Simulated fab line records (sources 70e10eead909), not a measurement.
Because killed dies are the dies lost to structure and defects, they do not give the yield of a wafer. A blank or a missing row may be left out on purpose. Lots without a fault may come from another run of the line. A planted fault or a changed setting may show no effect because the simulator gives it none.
The tool behind it: which one? / flow nand harc / Sampling: 12 lots, 36 wafers, 5 of 1302 route steps

WHAT EACH GAUGE READ, for each wafer
NHARC_A_SOURCE_PLATE_THK_MEAS_09: measures by ellipsometry. Usual: thk nm 9.8 nm, standard deviation 1.
lot=L643; measured=day 7 05:01; on=film metro-01; thk nm (nm)=11.0 10.4 9.4; flag=
lot=L644; measured=day 7 18:56; on=film metro-01; thk nm (nm)=11.3 9.8 8.0; flag=
lot=L645; measured=day 7 23:22; on=film metro-02; thk nm (nm)=14.1 16.5 14.7; flag=OFF
lot=L646; measured=day 8 14:28; on=film metro-02; thk nm (nm)=14.4 15.4 16.2; flag=OFF
lot=L647; measured=day 8 10:16; on=film metro-01; thk nm (nm)=10.4 9.9 8.6; flag=
lot=L651; measured=day 10 19:03; on=film metro-01; thk nm (nm)=10.2 10.7 7.7; flag=
lot=L654; measured=day 11 12:36; on=film metro-02; thk nm (nm)=10.3 9.1 9.0; flag=
lot=L657; measured=day 13 07:29; on=film metro-02; thk nm (nm)=9.8 8.5 8.4; flag=
lot=L658; measured=day 13 07:29; on=film metro-01; thk nm (nm)=10.4 10.0 6.3; flag=
lot=L661; measured=day 14 09:38; on=film metro-02; thk nm (nm)=9.6 7.4 11.0; flag=
lot=L663; measured=day 15 15:02; on=film metro-01; thk nm (nm)=11.0 8.7 9.6; flag=
lot=L665; measured=day 16 07:46; on=film metro-02; thk nm (nm)=7.7 8.2 11.5; flag=

NHARC_A_SOURCE_PLATE_THK_MEAS_06: measures by ellipsometry. Usual: thk nm 199.9 nm, standard deviation 2.
lot=L643; measured=day 7 17:35; on=film metro-01; thk nm (nm)=201.8 200.9 200.8; flag=
lot=L644; measured=day 8 07:46; on=film metro-01; thk nm (nm)=200.3 200.1 201.8; flag=
lot=L645; measured=day 8 08:57; on=film metro-02; thk nm (nm)=198.4 203.1 201.6; flag=
lot=L646; measured=day 9 02:11; on=film metro-01; thk nm (nm)=198.7 200.4 198.0; flag=
lot=L647; measured=day 8 23:09; on=film metro-02; thk nm (nm)=200.5 200.1 202.9; flag=
lot=L651; measured=day 11 07:31; on=film metro-01; thk nm (nm)=196.5 196.3 199.3; flag=
lot=L654; measured=day 12 02:56; on=film metro-02; thk nm (nm)=198.8 199.7 198.2; flag=
lot=L657; measured=day 13 23:35; on=film metro-01; thk nm (nm)=200.9 198.4 198.3; flag=
lot=L658; measured=day 13 23:36; on=film metro-01; thk nm (nm)=198.9 199.7 200.3; flag=
lot=L661; measured=day 14 22:37; on=film metro-01; thk nm (nm)=200.8 201.1 199.4; flag=
lot=L663; measured=day 16 03:55; on=film metro-01; thk nm (nm)=198.5 200.1 201.3; flag=
lot=L665; measured=day 16 20:56; on=film metro-01; thk nm (nm)=200.2 202.6 200.6; flag=

EACH LOT AND THE TOOL THAT RAN IT (in order: tool; ch and the chambers of the sampled wafers; start)
lot=L643; NHARC_P_BONDPAD_DEGAS_25=pvd sputter-02, day 6 17:49; NHARC_P_BONDPAD_CMP_19=cmp-04 ch 1,2,3, day 6 18:55; NHARC_A_SOURCE_PLATE_OXIDE_02=furnace-07 ch 0, day 7 00:57
lot=L644; NHARC_P_BONDPAD_DEGAS_25=pvd sputter-02, day 7 06:58; NHARC_P_BONDPAD_CMP_19=cmp-01 ch 2,3, day 7 08:03; NHARC_A_SOURCE_PLATE_OXIDE_02=furnace-03 ch 0, day 7 14:53
lot=L645; NHARC_P_BONDPAD_DEGAS_25=pvd sputter-01, day 7 06:59; NHARC_P_BONDPAD_CMP_19=cmp-04 ch 0,2, day 7 08:11; NHARC_A_SOURCE_PLATE_OXIDE_02=furnace-03 ch 0, day 7 14:53 and furnace-07 ch 0, day 7 18:58
lot=L646; NHARC_P_BONDPAD_DEGAS_25=pvd sputter-03, day 7 22:39; NHARC_P_BONDPAD_CMP_19=cmp-02 ch 0,3, day 7 23:43; NHARC_A_SOURCE_PLATE_OXIDE_02=furnace-03, day 8 06:16 and furnace-07 ch 0, day 8 10:09
lot=L647; NHARC_P_BONDPAD_DEGAS_25=pvd sputter-03, day 7 23:35; NHARC_P_BONDPAD_CMP_19=cmp-04 ch 1,3, day 8 00:40; NHARC_A_SOURCE_PLATE_OXIDE_02=furnace-03 ch 0, day 8 06:16
lot=L651; NHARC_P_BONDPAD_DEGAS_25=pvd sputter-02, day 10 05:20; NHARC_P_BONDPAD_CMP_19=cmp-02 ch 1,2,3, day 10 06:25; NHARC_A_SOURCE_PLATE_OXIDE_02=furnace-07 ch 0, day 10 15:01
lot=L654; NHARC_P_BONDPAD_DEGAS_25=pvd sputter-03, day 11 00:51; NHARC_P_BONDPAD_CMP_19=cmp-04 ch 0,2,3, day 11 02:01; NHARC_A_SOURCE_PLATE_OXIDE_02=furnace-03 ch 0, day 11 08:31
lot=L657; NHARC_P_BONDPAD_DEGAS_25=pvd sputter-03, day 12 20:14; NHARC_P_BONDPAD_CMP_19=cmp-02 ch 1,2, day 12 21:22; NHARC_A_SOURCE_PLATE_OXIDE_02=furnace-07 ch 0, day 13 03:23
lot=L658; NHARC_P_BONDPAD_DEGAS_25=pvd sputter-03, day 12 20:51; NHARC_P_BONDPAD_CMP_19=cmp-04 ch 0,1,2, day 12 21:58; NHARC_A_SOURCE_PLATE_OXIDE_02=furnace-07 ch 0, day 13 03:23
lot=L661; NHARC_P_BONDPAD_DEGAS_25=pvd sputter-01, day 13 22:50; NHARC_P_BONDPAD_CMP_19=cmp-02 ch 0,2,3, day 13 23:55; NHARC_A_SOURCE_PLATE_OXIDE_02=furnace-06 ch 0, day 14 05:35
lot=L663; NHARC_P_BONDPAD_DEGAS_25=pvd sputter-01, day 15 03:10; NHARC_P_BONDPAD_CMP_19=cmp-02 ch 0,1,2, day 15 04:19; NHARC_A_SOURCE_PLATE_OXIDE_02=furnace-06 ch 0, day 15 10:58
lot=L665; NHARC_P_BONDPAD_DEGAS_25=pvd sputter-01, day 15 20:01; NHARC_P_BONDPAD_CMP_19=cmp-04 ch 0,3, day 15 21:08; NHARC_A_SOURCE_PLATE_OXIDE_02=furnace-03 ch 0, day 16 03:39
- NHARC_P_BONDPAD_DEGAS_25: time 60 s.
- NHARC_P_BONDPAD_CMP_19: polishes, t overpolish 30 s, cu recess touch 16 s, target thk 160.81 nm.
- NHARC_A_SOURCE_PLATE_OXIDE_02: material SiO2, target thk 10 nm, ox time 1362 s.

AS READ BY THE TOOLS THEMSELVES (means over the sampled wafers that have a number; for cases with no such wafer, the mark the record gives instead)
NHARC_P_BONDPAD_DEGAS_25. Usual: heater power w 478 W, standard deviation 38.
lot=L643; tool=pvd sputter-02; heater power w (W)=496; flag=
lot=L644; tool=pvd sputter-02; heater power w (W)=493; flag=
lot=L645; tool=pvd sputter-01; heater power w (W)=468; flag=
lot=L646; tool=pvd sputter-03; heater power w (W)=465; flag=
lot=L647; tool=pvd sputter-03; heater power w (W)=442; flag=
lot=L651; tool=pvd sputter-02; heater power w (W)=504; flag=
lot=L654; tool=pvd sputter-03; heater power w (W)=474; flag=
lot=L657; tool=pvd sputter-03; heater power w (W)=448; flag=
lot=L658; tool=pvd sputter-03; heater power w (W)=435; flag=
lot=L661; tool=pvd sputter-01; heater power w (W)=467; flag=
lot=L663; tool=pvd sputter-01; heater power w (W)=468; flag=
lot=L665; tool=pvd sputter-01; heater power w (W)=472; flag=

NHARC_P_BONDPAD_CMP_19. Usual: motor current A 12.1 A, standard deviation 0.9; overpolish run s 29.999 s, standard deviation 0.0093; slurry flow ml min 150.1, standard deviation 0.44.
lot=L643; tool=cmp-04; motor current A (A)=13.0; overpolish run s (s)=29.990; slurry flow ml min=150.1; flag=
lot=L644; tool=cmp-01; motor current A (A)=12.3; overpolish run s (s)=29.989; slurry flow ml min=149.8; flag=
lot=L645; tool=cmp-04; motor current A (A)=12.0; overpolish run s (s)=30.003; slurry flow ml min=150.6; flag=
lot=L646; tool=cmp-02; motor current A (A)=12.5; overpolish run s (s)=29.988; slurry flow ml min=150.5; flag=
lot=L647; tool=cmp-04; motor current A (A)=12.1; overpolish run s (s)=30.001; slurry flow ml min=149.9; flag=
lot=L651; tool=cmp-02; motor current A (A)=11.9; overpolish run s (s)=30.002; slurry flow ml min=149.9; flag=
lot=L654; tool=cmp-04; motor current A (A)=11.5; overpolish run s (s)=30.002; slurry flow ml min=150.4; flag=
lot=L657; tool=cmp-02; motor current A (A)=11.8; overpolish run s (s)=29.997; slurry flow ml min=149.7; flag=
lot=L658; tool=cmp-04; motor current A (A)=12.9; overpolish run s (s)=30.004; slurry flow ml min=149.9; flag=
lot=L661; tool=cmp-02; motor current A (A)=12.0; overpolish run s (s)=30.005; slurry flow ml min=150.0; flag=
lot=L663; tool=cmp-02; motor current A (A)=11.6; overpolish run s (s)=29.999; slurry flow ml min=149.7; flag=
lot=L665; tool=cmp-04; motor current A (A)=11.5; overpolish run s (s)=29.995; slurry flow ml min=149.9; flag=

NHARC_A_SOURCE_PLATE_OXIDE_02. Usual: ox temp c 899.9 C, standard deviation 0.37; spike tc centre C 900.2 C, standard deviation 0.95; zone power lower pct 17.9 %, standard deviation 2.1; zone power top pct 34 %, standard deviation 3.1.
lot=L643; tool=furnace-07; ox temp c (C)=899.8; spike tc centre C (C)=899.5; zone power lower pct (%)=20.0; zone power top pct (%)=33; flag=
lot=L644; tool=furnace-03; ox temp c (C)=900.4; spike tc centre C (C)=899.7; zone power lower pct (%)=15.4; zone power top pct (%)=33; flag=
lot=L645; tool=furnace-03/furnace-07; ox temp c (C)=899.8; spike tc centre C (C)=900.5; zone power lower pct (%)=17.9; zone power top pct (%)=33; flag=
lot=L646; tool=furnace-03/furnace-07; ox temp c (C)=900.0; spike tc centre C (C)=900.6; zone power lower pct (%)=17.8; zone power top pct (%)=32; flag=
lot=L647; tool=furnace-03; ox temp c (C)=899.7; spike tc centre C (C)=900.1; zone power lower pct (%)=15.4; zone power top pct (%)=32; flag=
lot=L651; tool=furnace-07; ox temp c (C)=900.2; spike tc centre C (C)=900.8; zone power lower pct (%)=20.3; zone power top pct (%)=33; flag=
lot=L654; tool=furnace-03; ox temp c (C)=899.9; spike tc centre C (C)=899.7; zone power lower pct (%)=15.3; zone power top pct (%)=33; flag=
lot=L657; tool=furnace-07; ox temp c (C)=899.8; spike tc centre C (C)=900.3; zone power lower pct (%)=19.9; zone power top pct (%)=33; flag=
lot=L658; tool=furnace-07; ox temp c (C)=900.6; spike tc centre C (C)=900.6; zone power lower pct (%)=20.1; zone power top pct (%)=33; flag=
lot=L661; tool=furnace-06; ox temp c (C)=899.8; spike tc centre C (C)=900.8; zone power lower pct (%)=18.3; zone power top pct (%)=40; flag=
lot=L663; tool=furnace-06; ox temp c (C)=900.2; spike tc centre C (C)=900.6; zone power lower pct (%)=18.2; zone power top pct (%)=40; flag=
lot=L665; tool=furnace-03; ox temp c (C)=900.2; spike tc centre C (C)=899.6; zone power lower pct (%)=15.3; zone power top pct (%)=33; flag=

THE ANSWER, worked out from the rows above alone
Rule: take the mean of a lot's wafers that have a number; if it is more than 3 standard deviations from the usual mean, the lot is off. Also off: a lot with no number at a reading for which 4 or more lots have one. Where the step has rows for the other lots, those lots are counted as sound. After the gauges, taken in route order, come the tools' own readings; for these a lot's mean is taken, as printed above. At the first step where some lot is off, the reading lying furthest off is the one used; lots without a number count as furthest.
Off, at NHARC_A_SOURCE_PLATE_THK_MEAS_09 on thk nm: L645, L646.
If a tool, at a process step before that reading, ran all the lots that are off and no sound lot after the first of them, it fits. The gauges at NHARC_A_SOURCE_PLATE_THK_MEAS_09 are tried like those tools. None of those tried fits.

WHAT WAS PUT IN BY THE SIMULATOR
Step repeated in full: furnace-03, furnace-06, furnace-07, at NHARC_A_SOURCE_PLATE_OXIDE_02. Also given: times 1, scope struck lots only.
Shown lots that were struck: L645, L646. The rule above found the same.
